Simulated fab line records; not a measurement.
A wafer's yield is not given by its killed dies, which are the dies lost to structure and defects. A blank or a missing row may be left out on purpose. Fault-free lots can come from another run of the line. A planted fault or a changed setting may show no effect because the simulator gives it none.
Lot-split experiment | flow n5 finfet | on a route of 1938 steps: 7 lots, 39 wafers read

ON THE SPLIT
At N5_SD_EPI_N_LINER_46 (material SiNx, target thk 3 nm), the setting target thk a was moved away from the recipe's 30 angstrom on 18 of the 39 wafers read, by -13.1% to +15.8%. All remaining wafers had this setting at the recipe value.

FROM THE SPLIT TO THE READING: what the file shows between them, 3 steps
- N5_SD_EPI_P_COAT_34: time 60 s, resist thk 350 nm
- N5_SD_EPI_P_PRECLEAN_52: cleans in O3/DIW, time 60 s
- N5_SD_EPI_P_SRD_20: time 30 s

THE READING
SiNx_of_SD_EPI_N_LINER_46.thk nm (the simulator's own value, which no gauge read), in nm, at N5_SD_EPI_P_PRECLEAN_51 (cleans in NF3:NH3, afs cycles 1, time 20 s, sublimation time 60 s). There is no usual value for it anywhere in the file.

wafer  | tool, chamber at the split | target thk a as run, angstrom | against the recipe | SiNx_of_SD_EPI_N_LINER_46.thk nm, nm | against lot-mates on the recipe
L079.1 | ald sin-04, 1,3,0          | 30                            | recipe             | 2.6                                  | -
L079.2 | ald sin-04, 1,3,0          | 30                            | recipe             | 2.6                                  | -
L079.3 | ald sin-04, 1,3,0          | 30                            | recipe             | 2.6                                  | -
L080.1 | ald sin-01, 0,3,3          | 30                            | recipe             | 2.6                                  | -
L080.3 | ald sin-01, 0,3,3          | 30                            | recipe             | 2.6                                  | -
L080.5 | ald sin-01, 0,3,3          | 30                            | recipe             | 2.6                                  | -
L080.2 | ald sin-01, 2,1,2          | 26.07                         | -13.1%             | 2.2                                  | -0.4
L080.4 | ald sin-01, 2,1,2          | 26.07                         | -13.1%             | 2.2                                  | -0.4
L080.6 | ald sin-01, 2,1,2          | 26.07                         | -13.1%             | 2.2                                  | -0.4
L081.1 | ald sin-01, 1,3,3          | 34.73                         | +15.8%             | 3                                    | +0.4
L081.4 | ald sin-01, 1,3,3          | 34.73                         | +15.8%             | 3                                    | +0.4
L081.6 | ald sin-01, 1,3,3          | 34.73                         | +15.8%             | 3                                    | +0.4
L081.2 | ald sin-01, 2,0,2          | 30                            | recipe             | 2.6                                  | -
L081.3 | ald sin-01, 2,0,2          | 30                            | recipe             | 2.6                                  | -
L081.5 | ald sin-01, 2,0,2          | 30                            | recipe             | 2.6                                  | -
L082.1 | ald sin-04, 2,1,0          | 30                            | recipe             | 2.6                                  | -
L082.3 | ald sin-04, 2,1,0          | 30                            | recipe             | 2.6                                  | -
L082.5 | ald sin-04, 2,1,0          | 30                            | recipe             | 2.6                                  | -
L082.2 | ald sin-04, 3,0,1          | 26.62                         | -11.3%             | 2.2                                  | -0.4
L082.4 | ald sin-04, 3,0,1          | 26.62                         | -11.3%             | 2.2                                  | -0.4
L082.6 | ald sin-04, 3,0,1          | 26.62                         | -11.3%             | 2.2                                  | -0.4
L089.1 | ald sin-01, 2,2,1          | 32.79                         | +9.3%              | 2.8                                  | +0.2
L089.5 | ald sin-01, 2,2,1          | 32.79                         | +9.3%              | 2.8                                  | +0.2
L089.2 | ald sin-01, 1,0,3          | 30                            | recipe             | 2.6                                  | -
L089.3 | ald sin-01, 1,0,3          | 30                            | recipe             | 2.6                                  | -
L089.4 | ald sin-01, 1,0,3          | 30                            | recipe             | 2.6                                  | -
L089.6 | ald sin-01, 2,2,1          | 32.79                         | +9.3%              | 3                                    | +0.4
L090.1 | ald sin-01, 0,1,2          | 30                            | recipe             | 2.6                                  | -
L090.4 | ald sin-01, 0,1,2          | 30                            | recipe             | 2.6                                  | -
L090.6 | ald sin-01, 0,1,2          | 30                            | recipe             | 2.6                                  | -
L090.2 | ald sin-01, 3,2,1          | 31.39                         | +4.6%              | 2.8                                  | +0.2
L090.3 | ald sin-01, 3,2,1          | 31.39                         | +4.6%              | 2.8                                  | +0.2
L090.5 | ald sin-01, 3,2,1          | 31.39                         | +4.6%              | 2.8                                  | +0.2
L097.1 | ald sin-03, 0,1,2          | 30                            | recipe             | 2.6                                  | -
L097.2 | ald sin-03, 0,1,2          | 30                            | recipe             | 2.6                                  | -
L097.3 | ald sin-03, 0,1,2          | 30                            | recipe             | 2.6                                  | -
L097.4 | ald sin-03, 3,2,1          | 26.96                         | -10.1%             | 2.2                                  | -0.4
L097.5 | ald sin-03, 3,2,1          | 26.96                         | -10.1%             | 2.2                                  | -0.4
L097.6 | ald sin-03, 3,2,1          | 26.96                         | -10.1%             | 2.2                                  | -0.4
Rows listing several chambers each stand for several wafers; the file does not say which wafer went through which chamber.

FIT RESULTS
A straight line over all 39 wafers: SiNx_of_SD_EPI_N_LINER_46.thk nm changes by +0.0309 nm for each +1% of target thk a; r = +0.98; the points scatter about the line by 0.047 nm.
The same after taking each lot's own level away (the mean of its wafers on the recipe; 39 wafers): +0.0309 nm for each +1%; r = +0.98; scatter 0.047 nm.
On that fit, the largest move of target thk a shifts the reading by 0.49 nm.
The lots' own levels span 2.60 to 2.60 nm.
So the lot-to-lot level changes the slope little: the two slopes agree.
Check: with one of the wafers moved furthest among these (+15.8%) left out of the fit, the line predicts +0.486 nm for it against its lot-mates. It came out at +0.4 nm against them.

THESE WAFERS: OTHER SPLITS
Other splits were also applied to these wafers ahead of the reading. Each is held against what the fit with the lots' levels taken away leaves over:
other split on the same wafers        | wafers away from the commonest value | r with SiNx_of_SD_EPI_N_LINER_46.thk nm (lot level and that fit taken away)
N5_PMOS_HMC_CHANNEL_EPI_EPI_20 temp c | 15                                   | -0.12
N5_FIN_SAQP_ETCH_69 target depth a    | 18                                   | +0.14
N5_DUMMY_GATE_HM_DEP_06 target thk a  | 18                                   | -0.39
N5_DUMMY_GATE_ETCH_31 target depth a  | 15                                   | +0.07

THE WHOLE CHAIN: every reading that the file lists as answering this split, in the file's order
step                    | what it does                                                      | reading                                                                           | change (the file's fit)                | r (the file's)
N5_SD_EPI_N_LINER_46    | material SiNx, target thk 3 nm                                    | SiNx_of_SD_EPI_N_LINER_46.thk nm (the simulator's own value, which no gauge read) | +0.0302 nm for each +1% of the setting | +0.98
N5_SD_EPI_P_PRECLEAN_51 | cleans in NF3:NH3, afs cycles 1, time 20 s, sublimation time 60 s | SiNx_of_SD_EPI_N_LINER_46.thk nm (the simulator's own value, which no gauge read) | +0.031 nm for each +1% of the setting  | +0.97

THE FILE'S OWN FIT
SiNx_of_SD_EPI_N_LINER_46.thk nm changes by +0.031 nm for each +1% of target thk a, r = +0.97.
